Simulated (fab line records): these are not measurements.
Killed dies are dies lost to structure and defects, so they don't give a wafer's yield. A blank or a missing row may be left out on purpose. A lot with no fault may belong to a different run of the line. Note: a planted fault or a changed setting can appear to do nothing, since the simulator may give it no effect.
Split-lot experiment -- flow n5Finfet -- route with 1938 steps; 7 lots, 21 wafers read

SPLIT DETAILS
At N5_BEOL_M5_HM_DEP_02 (deposits TiN, target thk 20 nm), the setting targetThkA was moved away from the recipe's 200 angstrom on 11 of the 21 wafers read, by -12.5% to +12.9%. All remaining wafers had this setting at the recipe value.

FROM THE SPLIT TO THE READING: what the file shows between them, 4 steps
- N5_BEOL_M5_COAT_59: time 60 s, resist thk 60 nm
- N5_BEOL_M5_COAT_60: time 60 s, resist thk 12 nm
- N5_BEOL_M5_STRIP_73: strips in N2/H2
- N5_BEOL_M5_STRIP_64: strips in CF4

THE READING
etch.depthNm (the simulator's own value, which no gauge read), in nm, at N5_BEOL_M5_HM_OPEN_17 (chemistry Cl2/BCl3, target TiN, target depth 20 nm, overetch 6 nm). The file does not state a usual value for it. The 10 wafers here that ran the recipe average 19.93 nm, standard deviation 0.13 nm.

wafer,"tool, chamber at the split","targetThkA as run, angstrom",against the recipe,"etch.depthNm, nm",against lot-mates on the recipe
L075.1,"pvdSputter-01, -",200,recipe,19.97,-
L075.3,"pvdSputter-01, -",200,recipe,19.79,-
L075.4,"pvdSputter-01, -",200,recipe,20.08,-
L076.1,"pvdSputter-02, -",200,recipe,19.94,-
L076.2,"pvdSputter-02, -",200,recipe,19.78,-
L076.6,"pvdSputter-02, -",200,recipe,19.93,-
L077.2,"pvdSputter-03, -",219.8,+9.9%,22.14,+2.05
L077.5,"pvdSputter-03, -",200,recipe,20.09,-
L077.6,"pvdSputter-03, -",219.8,+9.9%,22.26,+2.17
L080.4,"pvdSputter-02, -",175.1,-12.5%,17.79,no lot-mate on the recipe
L080.5,"pvdSputter-02, -",175.1,-12.5%,17.84,no lot-mate on the recipe
L080.6,"pvdSputter-02, -",175.1,-12.5%,17.78,no lot-mate on the recipe
L087.1,"pvdSputter-03, -",200,recipe,20.06,-
L087.2,"pvdSputter-03, -",213.4,+6.7%,21.49,+1.61
L087.4,"pvdSputter-03, -",200,recipe,19.69,-
L089.2,"pvdSputter-02, -",225.9,+12.9%,22.49,no lot-mate on the recipe
L089.3,"pvdSputter-02, -",225.9,+12.9%,22.91,no lot-mate on the recipe
L089.5,"pvdSputter-02, -",225.9,+12.9%,22.59,no lot-mate on the recipe
L090.1,"pvdSputter-01, -",200,recipe,20.01,-
L090.2,"pvdSputter-01, -",223.4,+11.7%,22.09,+2.08
L090.4,"pvdSputter-01, -",223.4,+11.7%,22.07,+2.06

FIT RESULTS
A straight line over all 21 wafers: etch.depthNm changes by +0.193 nm for each +1% of targetThkA; r = +0.99; the points scatter about the line by 0.2 nm.
The same after taking each lot's own level away (the mean of its wafers on the recipe; 15 wafers): +0.195 nm for each +1%; r = +0.99; scatter 0.17 nm.
The reading moves by 2.5 nm for the largest change in targetThkA, on that fit.
From 19.875 to 20.090 nm: that is the span of the lots' own levels, equal to 1.6 times the standard deviation above.
Hence the lot-to-lot level has little effect on the slope; both slopes agree.
Check: for one of the wafers moved furthest among these (+11.7%), held out of the fit, the line's prediction against its lot-mates is +2.37 nm. Against them it came out at +2.08 nm.

THE WHOLE CHAIN: every reading that the file lists as answering this split, in the file's order
step,what it does,reading,change (the file's fit),r (the file's)
N5_BEOL_M5_HM_DEP_02,"deposits TiN, target thk 20 nm","TiN_of_BEOL_M5_HM_DEP_02.thkNm (the simulator's own value, which no gauge read)",+0.2 nm for each +1% of the setting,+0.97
N5_BEOL_M5_HM_OPEN_17,"chemistry Cl2/BCl3, target TiN, target depth 20 nm, overetch 6 nm","etch.depthNm (the simulator's own value, which no gauge read)",+0.2 nm for each +1% of the setting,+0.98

FILE'S OWN FIT
etch.depthNm changes by +0.2 nm for each +1% of targetThkA, r = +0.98.
